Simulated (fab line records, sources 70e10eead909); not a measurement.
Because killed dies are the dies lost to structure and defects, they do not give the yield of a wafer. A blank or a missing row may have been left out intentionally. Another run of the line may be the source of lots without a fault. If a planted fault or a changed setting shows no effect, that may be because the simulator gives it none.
Which tool did it? -- flow nand_harc -- 45 wafers from 15 lots sampled at 4 of the route's 1159 steps

== WHAT THE GAUGES SHOWED, per wafer ==
Not one reading of a measure or inspect step in the record can be checked against a usual standard deviation.

== WHICH TOOL RAN EACH LOT (tool, then ch and the chambers of the sampled wafers, then the start) ==
lot,NHARC_P_ZERO_WELL_PEB_09,NHARC_P_GATE_DESCUM_31,NHARC_P_M0_DEGAS_28,NHARC_P_M0_DEP_32
L350,"litho_track-05 ch 0, day 1 13:04","rie_diel-06 ch 1,2,3, day 4 17:36","pvd_sputter-02, day 6 01:09","pecvd-02 ch 0,1,2, day 6 02:52"
L352,"litho_track-05 ch 0, day 2 01:02","rie_diel-11 ch 1,3, day 5 12:19","pvd_sputter-02, day 6 22:25","pecvd-03 ch 0,1,2, day 7 00:09"
L353,"litho_track-02 ch 0, day 2 07:02","rie_diel-06 ch 0,1, day 5 11:53","pvd_sputter-01, day 6 13:38","pecvd-02 ch 0,1,2, day 6 15:46"
L354,"litho_track-02 ch 0, day 2 13:10","rie_diel-06 ch 1,2,3, day 5 11:39","pvd_sputter-01, day 6 18:44","pecvd-03 ch 0,1,2, day 6 20:31"
L355,"litho_track-02 ch 0, day 2 19:09","rie_diel-11 ch 0,1,3, day 6 00:01","pvd_sputter-02, day 7 02:08","pecvd-02 ch 1,2, day 7 03:56"
L358,"litho_track-05 ch 0, day 3 13:09","rie_diel-11 ch 0,1,2, day 6 17:55","pvd_sputter-02, day 7 20:06","pecvd-03 ch 0,1,2, day 7 21:50"
L359,"litho_track-03 ch 0, day 3 19:10","rie_diel-09 ch 2,3, day 6 18:05","pvd_sputter-03, day 7 20:38","pecvd-02 ch 1,2, day 7 22:20"
L361,"litho_track-02 ch 0, day 4 07:09","rie_diel-09 ch 0,1,3, day 7 04:44","pvd_sputter-02, day 8 09:53","pecvd-03 ch 0,1, day 8 11:40"
L366,"litho_track-05, day 5 13:10",-,-,-
L367,"litho_track-03, day 5 19:10",-,-,-
L368,"litho_track-02, day 6 01:07",-,-,-
L370,"litho_track-03 ch 0, day 6 13:10","rie_diel-11 ch 0,2,3, day 9 20:31","pvd_sputter-02, day 10 21:50","pecvd-02 ch 1,2, day 10 23:32"
L371,"litho_track-03 ch 0, day 6 19:02","rie_diel-06 ch 1,3, day 9 20:44","pvd_sputter-01, day 11 00:21","pecvd-03 ch 0,1, day 11 02:04"
L372,"litho_track-05 ch 0, day 7 01:10","rie_diel-11 ch 1,3, day 10 03:50","pvd_sputter-01, day 11 08:22","pecvd-04 ch 0,1,2, day 11 10:06"
L373,"litho_track-02 ch 0, day 7 07:10","rie_diel-09 ch 0,1,2, day 10 11:52","pvd_sputter-03, day 11 16:26","pecvd-02 ch 0,1, day 11 18:16"
- NHARC_P_ZERO_WELL_PEB_09: peb time 80 s.
- NHARC_P_GATE_DESCUM_31: chemistry O2, time 3 s.
- NHARC_P_M0_DEGAS_28: time 60 s.
- NHARC_P_M0_DEP_32: deposits SiCN, target thk 30 nm.

== WHAT THE TOOLS THEMSELVES READ (means of the sampled wafers that have a number; where no wafer has one, the mark that the record gives instead) ==
NHARC_P_ZERO_WELL_PEB_09. Usual: chill_plate_temp_C 22.98 C, standard deviation 0.11; exhaust_pa 44.8 Pa, standard deviation 1.1; heater_power_total_W 189.8 W, standard deviation 0.79; plate_temp_C 128.00 C, standard deviation 0.13.
lot,tool,chill_plate_temp_C (C),exhaust_pa (Pa),heater_power_total_W (W),plate_temp_C (C),flag
L350,litho_track-05,22.92,45.9,189.8,128.11,
L352,litho_track-05,22.94,43.8,190.7,127.84,
L353,litho_track-02,22.94,44.8,190.1,128.16,
L354,litho_track-02,23.18,44.9,189.4,127.98,
L355,litho_track-02,23.01,44.7,189.3,128.17,
L358,litho_track-05,22.98,47.0,189.1,128.10,
L359,litho_track-03,23.12,46.4,189.5,128.06,
L361,litho_track-02,23.18,44.5,190.0,128.09,
L366,litho_track-05,-,-,-,-,OFF
L367,litho_track-03,-,-,-,-,OFF
L368,litho_track-02,-,-,-,-,OFF
L370,litho_track-03,23.10,45.5,189.5,127.85,
L371,litho_track-03,22.86,44.3,189.2,127.89,
L372,litho_track-05,22.92,44.9,189.9,127.92,
L373,litho_track-02,22.92,44.6,189.8,128.02,

NHARC_P_GATE_DESCUM_31. Usual: drypump_motor_current_A 5.6 A, standard deviation 0.43; o2_flow_sccm 199.9 sccm, standard deviation 0.56; oes_product_au 1.003 a.u., standard deviation 0.0076; rf_vpp_V 57.9 V, standard deviation 0.87; showerhead_plenum_p_Torr 1.94 Torr, standard deviation 0.079; throttle_valve_pct 11.313 %, standard deviation 0.0086.
lot,tool,drypump_motor_current_A (A),o2_flow_sccm (sccm),oes_product_au (a.u.),rf_vpp_V (V),showerhead_plenum_p_Torr (Torr),throttle_valve_pct (%),flag
L350,rie_diel-06,5.7,199.9,1.002,58.7,1.94,11.307,
L352,rie_diel-11,5.7,200.1,1.005,58.6,2.02,11.314,
L353,rie_diel-06,5.9,199.7,1.000,57.0,1.85,11.319,
L354,rie_diel-06,5.7,199.8,1.002,58.1,1.94,11.311,
L355,rie_diel-11,5.5,199.6,0.999,57.6,1.95,11.312,
L358,rie_diel-11,5.4,200.0,1.011,58.3,1.94,11.317,
L359,rie_diel-09,6.3,199.8,0.999,58.4,1.96,11.313,
L361,rie_diel-09,5.6,199.7,0.998,58.3,1.95,11.317,
L370,rie_diel-11,5.4,199.6,0.998,58.5,1.95,11.317,
L371,rie_diel-06,6.0,200.2,0.997,56.9,1.89,11.305,
L372,rie_diel-11,5.6,199.7,1.011,58.4,2.03,11.313,
L373,rie_diel-09,5.6,200.4,1.009,57.5,1.94,11.308,

NHARC_P_M0_DEGAS_28. Usual: heater_power_w reads 332 W (standard deviation 30).
lot,tool,heater_power_w (W),flag
L350,pvd_sputter-02,343,
L352,pvd_sputter-02,317,
L353,pvd_sputter-01,322,
L354,pvd_sputter-01,356,
L355,pvd_sputter-02,316,
L358,pvd_sputter-02,323,
L359,pvd_sputter-03,331,
L361,pvd_sputter-02,314,
L370,pvd_sputter-02,344,
L371,pvd_sputter-01,307,
L372,pvd_sputter-01,300,
L373,pvd_sputter-03,327,

NHARC_P_M0_DEP_32. Usual: heater_power_outer_w 334 W, standard deviation 61; heater_power_w 592 W, standard deviation 87.
lot,tool,heater_power_outer_w (W),heater_power_w (W),flag
L350,pecvd-02,302,516,
L352,pecvd-03,348,627,
L353,pecvd-02,321,542,
L354,pecvd-03,399,707,
L355,pecvd-02,330,521,
L358,pecvd-03,370,667,
L359,pecvd-02,307,526,
L361,pecvd-03,365,667,
L370,pecvd-02,332,531,
L371,pecvd-03,349,659,
L372,pecvd-04,285,547,
L373,pecvd-02,316,524,

== THE ANSWER, worked out from the rows above alone ==
Rule: a lot counts as off when the mean over its wafers that have a number is more than 3 standard deviations away from the usual mean. Also off: a lot with no number at a reading for which 4 or more lots have one. The other lots that the step has rows for count as sound. After the gauges, taken in route order, come the tools' own readings; for these a lot's mean is taken, as printed above. The first step at which some lot is off is used, and at that step the reading that is off furthest; a lot without a number counts as furthest.
Off at NHARC_P_ZERO_WELL_PEB_09 (chill_plate_temp_C): L366, L367, L368. Without a number there: L366, L367, L368.
A tool fits if, at that step or a process step before it, it ran every lot that is off, and no sound lot after the first of them. None of those tried fits.

== WHAT HAD BEEN PUT IN BY THE SIMULATOR ==
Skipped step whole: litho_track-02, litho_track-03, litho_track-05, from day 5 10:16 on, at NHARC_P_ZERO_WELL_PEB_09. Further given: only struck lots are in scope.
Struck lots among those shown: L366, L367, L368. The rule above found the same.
